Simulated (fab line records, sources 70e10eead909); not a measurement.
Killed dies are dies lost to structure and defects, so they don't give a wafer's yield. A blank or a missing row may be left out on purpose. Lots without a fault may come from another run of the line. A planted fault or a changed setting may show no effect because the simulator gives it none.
fab line records | flow nand_harc
record lots=11 wafers=33 last_day=24
route steps=1159 shown A_BLC@985 A_M0@994 END@1159
lots that met no fault: from a run of the same line without faults
start_h: hours from the record's first day to the start of the lot's first wafer shown | wait_h: hours since the lot's step before | " the same as in the row above | L1.1+2: a row that stands for several wafers | - no value, or no start given | * or withheld: withheld | < > ~ a bound
route shown NAME@n: a module of which the file shows steps, and the number in the route of the first | usual: mean/standard deviation of fault-free wafers | same: alike in all rows | chamber/n: place in a boat | sites: the reading at each site | _std_site: their standard deviation | _edge_site: outer sites' mean less inner sites' | radius_mm: how far each site lies from the wafer's centre | mask NAME#n: copy n | behind: the tool/chamber that last shaped the wafer | hold: why the lot was held/for how many hours/how that ended | device: the transistor (n, p or np) that didn't switch | end of line: the same wafers' tests at the end of the route | a step without rows: its recipe alone | killed: dies lost to structure and defects at the first sort, not the wafer's yield | map: a wafer's dies, x killed, . not, _ none there
set.NAME: the setting as run; set.NAME@STEP: as run at that earlier step | model.NAME: the simulator's own value behind a step, which no gauge read
steps of the route over a sample of lots; a table a step, a row a wafer
services: from which hour (start_h, from the record's first day; less than 0 if before it) a tool's chamber was out of use, for how many hours, and why
## steps
# step NHARC_A_BLC_DEGAS_30
# recipe temp_c=300 time_s=60
# usual heater_power_w=461/46
# columns lot.wafer tool chamber start_h wait_h heater_power_w
L240.2 pvd_sputter-01 - 402.71 - 453
L240.3 " - " " 428
L240.6 " - " " 420
L245.3 pvd_sputter-01 - 405.29 - 456
L245.2 " - " " 430
L245.6 " - " " 468
L247.1 pvd_sputter-03 - 427.60 - 425
L247.2 " - " " 573
L247.6 " - " " 461
L250.1 pvd_sputter-03 - 449.95 - 458
L250.6 " - " " 475
L250.5 " - " " 442
L251.1 pvd_sputter-02 - 467.97 - 465
L251.5 " - " " 463
L251.6 " - " " 430
L253.3 pvd_sputter-02 - 475.31 - 432
L253.2 " - " " 420
L253.5 " - " " 448
L256.3 pvd_sputter-01 - 492.47 - 458
L256.1 " - " " 432
L256.5 " - " " 435
L255.2 pvd_sputter-01 - 493.35 - 426
L255.3 " - " " 524
L255.5 " - " " 420
L258.1 pvd_sputter-02 - 506.66 - 465
L258.4 " - " " 434
L258.6 " - " " 428
L260.3 pvd_sputter-02 - 506.85 - 428
L260.1 " - " " 422
L260.5 " - " " 444
L261.3 pvd_sputter-02 - 516.08 - 436
L261.6 " - " " 432
L261.5 " - " " 439
# step NHARC_A_M0_DEP_00
# recipe target_thk_a=1500 target_thk_nm=150 temp_c=withheld pressure_torr=5 flow_sccm=200 rf_w=600 material=SiOC
# usual rf_fwd_power_W=598.4/1.6 showerhead_vpp_V=1512/38
# columns lot.wafer tool chamber start_h wait_h rf_fwd_power_W showerhead_vpp_V since_wet_clean_h
L240.3 pecvd-02 1 404.25 0.1 596.8 1518 57
L240.2 " 2 " " 597.0 1525 57
L240.6 " 0 " " 595.8 1525 -
L245.3 pecvd-02 2 406.89 0.1 597.7 1543 60
L245.2 " 0 " " 597.0 1509 60
L245.6 " 2 " " 595.6 1517 -
L247.2 pecvd-02 1 432.06 0.6 597.9 1523 85
L247.1 " 2 " " 595.9 1520 85
L247.6 " 1 " " 596.8 1511 -
L250.1 pecvd-02 1 455.85 0.3 600.9 1524 109
L250.5 " 2 " " 595.9 1515 -
L250.6 " 1 " " 599.5 1519 -
L251.1 pecvd-02 2 471.17 0.1 597.7 1508 124
L251.6 " 0 " " 600.0 1522 -
L251.5 " 1 " " 599.3 1518 -
L253.2 pecvd-02 0 479.18 0.5 596.4 1530 132
L253.3 " 1 " " 599.9 1508 132
L253.5 " 0 " " 601.3 1533 -
L256.1 pecvd-03 0 494.36 0.1 598.8 1506 8
L256.3 " 2 " " 599.3 1488 8
L256.5 " 1 " " 598.6 1526 -
L255.3 pecvd-02 2 494.84 0.1 600.3 1536 148
L255.2 " 0 " " 598.1 1555 148
L255.5 " 2 " " 597.2 1533 -
L258.1 pecvd-03 1 514.09 0.2 599.3 1556 28
L258.6 " 2 " " 599.3 1500 -
L258.4 " 1 " " 599.7 1526 -
L260.1 pecvd-01 2 514.27 0.1 598.3 1353 83
L260.3 " 0 " " 598.7 1397 83
L260.5 " 0 " " 597.9 1407 -
L261.3 pecvd-03 0 517.80 0.3 598.8 1510 32
L261.6 " 2 " " 603.0 1521 -
L261.5 " 1 " " 599.8 1510 -
# step NHARC_A_M0_INSPECT_11
# usual raw_defect_count=30/12
# columns lot.wafer tool chamber start_h wait_h raw_defect_count
L240.2 defect_inspect-02 - 405.21 0.0 22
L240.3 " - " " 9
L240.6 " - " " 15
L245.2 defect_inspect-02 - 407.74 0.0 17
L245.3 " - " " 22
L245.6 " - " " 16
L247.1 defect_inspect-02 - 433.03 0.0 38
L247.2 " - " " 34
L247.6 " - " " 29
L250.1 defect_inspect-02 - 456.73 0.0 33
L250.5 " - " " 30
L250.6 " - " " 30
L251.1 defect_inspect-01 - 472.01 0.0 29
L251.5 " - " " 19
L251.6 " - " " 30
L253.2 defect_inspect-02 - 480.16 0.0 527
L253.3 " - " " 34
L253.5 " - " " 514
L256.1 defect_inspect-02 - 495.18 0.0 29
L256.3 " - " " 27
L256.5 " - " " 23
L255.2 defect_inspect-01 - 495.64 0.0 494
L255.3 " - " " 44
L255.5 " - " " 35
L258.1 defect_inspect-02 - 514.83 0.0 16
L258.4 " - " " 26
L258.6 " - " " 31
L260.1 defect_inspect-02 - 515.11 0.0 25
L260.3 " - " " 17
L260.5 " - " " 23
L261.3 defect_inspect-02 - 518.58 0.0 39
L261.5 " - " " 34
L261.6 " - " " 30
# step NHARC_A_M0_ETCH_34
# recipe target_depth_a=400 overetch_a=120 time_s=43.94 ion_energy_ev=200 n2_flow_sccm=150 h2_flow_sccm=150 ar_flow_sccm=0 rf_w=400 bias_w=150 chemistry=N2/H2
# usual drypump_motor_current_A=5.7/0.57 oes_product_au=1.000/0.0079 rf_fwd_power_W=395.1/1.6 rf_vpp_V=431.3/2.5 showerhead_plenum_p_Torr=2.07/0.084 throttle_valve_pct=14.171/0.0087
# columns lot.wafer tool chamber start_h wait_h drypump_motor_current_A oes_product_au rf_fwd_power_W rf_hours_counter_h rf_vpp_V showerhead_plenum_p_Torr throttle_valve_pct
L240.3 rie_diel-06 0 405.36 0.1 5.9 0.989 397.0 11 432.8 2.11 14.178
L240.2 " 1 " " 6.2 1.005 395.0 11 434.3 2.13 14.177
L240.6 " 0 " " 5.9 1.004 396.8 - 433.0 2.11 14.157
L245.2 rie_diel-06 0 407.88 0.1 5.9 0.993 394.9 11 432.5 2.11 14.184
L245.3 " 2 " " 5.6 1.000 395.9 11 435.1 2.20 14.176
L245.6 " 0 " " 6.0 0.983 395.3 - 431.4 2.11 14.177
L247.2 rie_diel-13 3 433.18 0.1 6.5 1.010 395.6 10 432.8 2.11 14.187
L247.1 " 1 " " 6.8 1.000 396.3 10 431.9 2.11 14.184
L247.6 " 2 " " 5.2 1.009 390.1 - 434.5 2.13 14.153
L250.1 rie_diel-06 3 456.87 0.1 5.0 0.998 396.6 2 431.5 2.06 14.157
L250.5 " 3 " " 5.0 1.005 396.5 - 430.8 2.06 14.173
L250.6 " 0 " " 6.0 0.997 397.0 - 432.1 2.11 14.172
L251.1 rie_diel-02 0 472.15 0.1 5.5 1.017 395.6 9 426.2 1.91 14.169
L251.6 " 0 " " 5.5 1.015 397.0 - 426.8 1.91 14.177
L251.5 " 1 " " 6.1 1.007 395.5 - 426.3 1.93 14.175
L253.2 rie_diel-02 0 480.31 0.1 5.5 1.015 395.6 10 427.0 1.91 14.174
L253.3 " 1 " " 6.1 1.000 397.4 11 427.3 1.93 14.163
L253.5 " 2 " " 6.0 0.990 394.7 - 432.8 2.06 14.164
L256.3 rie_diel-13 2 495.35 0.1 5.2 1.001 391.3 3 434.6 2.13 14.180
L256.1 " 1 " " 6.8 0.990 394.3 3 432.1 2.11 14.164
L256.5 " 2 " " 5.2 0.998 391.5 - 433.6 2.13 14.173
L255.2 rie_diel-06 0 495.80 0.1 5.9 0.981 393.8 4 432.8 2.11 14.170
L255.3 " 1 " " 6.1 0.986 394.6 4 432.9 2.13 14.172
L255.5 " 3 " " 5.1 0.990 398.4 - 431.0 2.06 14.163
L258.1 rie_diel-06 3 514.99 0.1 5.0 1.007 395.8 6 431.0 2.06 14.171
L258.4 " 0 " " 5.9 0.999 396.1 6 433.4 2.11 14.183
L258.6 " 2 " " 5.6 1.021 395.1 - 434.3 2.20 14.174
L260.1 rie_diel-13 2 515.25 0.1 5.2 1.001 392.2 4 433.1 2.13 14.184
L260.3 " 1 " " 6.8 1.004 398.6 5 430.6 2.11 14.166
L260.5 " 3 " " 6.5 1.000 396.5 - 431.8 2.11 14.166
L261.3 rie_diel-13 3 518.73 0.1 6.5 1.003 397.0 4 432.5 2.11 14.159
L261.5 " 3 " " 6.5 1.012 397.0 - 432.4 2.11 14.165
L261.6 " 0 " " 4.8 1.008 395.8 - 427.4 1.96 14.177
# step NHARC_A_M0_CD_MEAS_16
# usual cd_nm=80.2/0.74
# columns lot.wafer tool chamber start_h wait_h cd_nm
L240.2 cd_sem-02 - 405.57 - 79.8
L240.3 " - " " 81.2
L240.6 " - " " 79.8
L245.2 cd_sem-02 - 408.10 - 80.1
L245.3 " - " " 80.5
L245.6 " - " " 80.1
L247.1 cd_sem-03 - 433.39 - 80.3
L247.2 " - " " 79.4
L247.6 " - " " 79.5
L250.1 cd_sem-01 - 457.09 - 80.1
L250.5 " - " " 79.9
L250.6 " - " " 79.6
L251.1 cd_sem-01 - 472.37 - 80.8
L251.5 " - " " 81.1
L251.6 " - " " 81.8
L253.2 cd_sem-03 - 480.53 - 78.9
L253.3 " - " " 81.0
L253.5 " - " " 80.9
L256.1 cd_sem-03 - 495.59 - 79.7
L256.3 " - " " 80.3
L256.5 " - " " 80.0
L255.2 cd_sem-02 - 496.13 - 80.9
L255.3 " - " " 80.8
L255.5 " - " " 81.0
L258.1 cd_sem-03 - 515.19 - 79.7
L258.4 " - " " 80.2
L258.6 " - " " 80.9
L260.1 cd_sem-03 - 515.47 - 80.7
L260.3 " - " " 81.1
L260.5 " - " " 80.5
L261.3 cd_sem-02 - 518.95 - 80.4
L261.5 " - " " 81.3
L261.6 " - " " 80.2
# step NHARC_END_SORT_01
# recipe temp_c=25
# usual defect_limited_yield=95.8/1.2 killed_at_array=24/7.4 killed_at_other=0.5/0.81 killed_at_periphery=3.4/2.3 killed_dies=28/8 killed_open=3.4/1.8 killed_short=2.0/1.4 sort_bin_2_pct=1.3/0.54 sort_bin_3_pct=0.23/0.2 sort_bin_4_pct=2.7/0.77 sort_n_pass=649/8 sort_rim_yield_pct=94.2/2.7 sort_yield_pct=95.8/1.2
# same gross_dies=677 sort_bin_5_pct[%]=0 sort_bin_6_pct[%]=0 sort_bin_7_pct[%]=0 sort_bin_8_pct[%]=0 sort_rim_n_gross=106.00
# columns lot.wafer tool chamber start_h wait_h defect_limited_yield[%] killed_at_array killed_at_other killed_at_periphery killed_dies killed_open killed_short sort_bin_2_pct[%] sort_bin_3_pct[%] sort_bin_4_pct[%] sort_n_pass sort_rim_yield_pct[%] sort_yield_pct[%]
L253.2 prober-01 0 517.97 2.8 86.3 87 0 6 93 3 2 5.6 3.10 5.0 584 84.9 86.3
L253.3 prober-01 0 518.77 3.1 96.3 23 0 2 25 6 2 0.7 0.30 2.7 652 92.5 96.3
L253.5 prober-01 0 520.38 3.7 86.3 91 0 2 93 5 1 5.6 2.95 5.2 584 83.0 86.3
L255.2 prober-01 0 546.83 2.8 88.2 77 0 3 80 1 2 4.3 3.84 3.7 597 82.1 88.2
L255.3 prober-01 0 547.62 3.1 94.8 34 0 1 35 2 2 2.5 0.15 2.5 642 94.3 94.8
L255.5 prober-01 0 549.19 3.6 94.7 33 0 3 36 5 3 1.5 0 3.8 641 93.4 94.7
# killed by level:class
L253.2 A_M0:unspecified=67 A_CHANNEL_HOLE_D1:chamber_film_flake=8 A_CONTACT:chamber_film_flake=7 P_ZERO_WELL:chamber_film_flake=5 P_CONTACT:geometric_particle:open=1 A_ONON_D1:geometric_particle:open=1 A_CHANNEL_FILL_D1:geometric_particle:short=1 A_WL_FILL:geometric_particle:open=1
L253.3 A_CHANNEL_HOLE_D1:chamber_film_flake=6 A_CONTACT:chamber_film_flake=6 A_STAIRCASE:chamber_film_flake=3 P_M0:geometric_particle:short=1 A_ONON_D1:geometric_particle:open=1 A_STAIRCASE:geometric_particle:open=1 A_CHANNEL_FILL_D1:geometric_particle:open=1 A_WL_FILL:geometric_particle:short=1
L253.5 A_M0:unspecified=64 A_CHANNEL_HOLE_D1:chamber_film_flake=18 A_CONTACT:chamber_film_flake=3 A_CONTACT:geometric_particle:open=2 P_GATE:chamber_film_flake=2 A_CHANNEL_FILL_D1:geometric_particle:open=1 A_SGD_CUT:geometric_particle:open=1 A_WL_FILL:geometric_particle:short=1
L255.2 A_M0:unspecified=64 A_CHANNEL_HOLE_D1:chamber_film_flake=6 P_GATE:chamber_film_flake=2 A_STAIRCASE:chamber_film_flake=2 P_CONTACT:geometric_particle:short=1 A_ONON_D1:geometric_particle:short=1 A_STAIRCASE:geometric_particle:open=1 A_CHANNEL_FILL_D1:chamber_film_flake=1
L255.3 A_CHANNEL_HOLE_D1:chamber_film_flake=26 A_CONTACT:chamber_film_flake=5 P_M0:geometric_particle:open=1 A_ONON_D1:geometric_particle:open=1 A_CHANNEL_FILL_D1:geometric_particle:short=1 A_SGD_CUT:geometric_particle:short=1
L255.5 A_CHANNEL_HOLE_D1:chamber_film_flake=17 A_STAIRCASE:chamber_film_flake=7 A_CONTACT:chamber_film_flake=4 A_CONTACT:geometric_particle:open=3 P_CONTACT:geometric_particle:open=2 P_M0:geometric_particle:short=1 A_CHANNEL_HOLE_D1:geometric_particle:short=1 A_WL_FILL:geometric_particle:short=1
## services
# columns tool chamber start_h hours kind
pvd_sputter-02 - 381.98 14.3 repair
pvd_sputter-02 - 396.29 10.0 pm
rie_diel-06 0 397.20 - clean
rie_diel-06 1 397.20 - clean
rie_diel-06 2 397.20 - clean
rie_diel-06 3 397.20 - clean
pecvd-03 - 416.29 0.8 repair
pecvd-01 - 418.19 13.0 pm
rie_diel-06 - 418.20 9.0 pm
pvd_sputter-01 - 437.04 1.4 repair
rie_diel-06 2 441.79 7.6 repair
pecvd-02 2 443.88 5.0 repair
rie_diel-13 - 453.00 9.0 pm
pvd_sputter-03 - 458.00 10.0 pm
pecvd-03 - 473.28 13.0 pm
rie_diel-13 3 490.21 6.1 repair
rie_diel-02 2 490.50 7.8 repair
pvd_sputter-01 - 503.72 3.3 repair
rie_diel-02 - 504.77 9.0 pm
pvd_sputter-01 - 514.01 10.0 pm
pecvd-02 - 515.04 13.0 pm
pecvd-02 0 515.04 13.0 vent_cycle
pecvd-02 1 515.04 13.0 vent_cycle
pecvd-02 2 515.04 13.0 vent_cycle
## key
first_sign step=NHARC_A_M0_INSPECT_11 reading=raw_defect_count direction=up sigmas=42 usual=30 struck=512
effect step=NHARC_END_SORT_01 reading=killed_at_array direction=up sigmas=8.2 usual=24 struck=85
more_kills_born_at NHARC_A_M0_DEP_00@pecvd-02=195
met_at NHARC_A_M0_DEP_00
struck_lots L253,L255
struck_wafers L253.2,L253.5,L255.2
not_acting_at NHARC_A_BLC_DEGAS_30,NHARC_A_M0_ETCH_34,NHARC_A_M0_CD_MEAS_16
onset_between 471.17 479.18
fault kind=chamber_particle_source tool=pecvd-02 chamber=0 onset_h=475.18 steps=NHARC_A_M0_DEP_00 rate_per_visit_cm2=0.72835 end_h=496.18
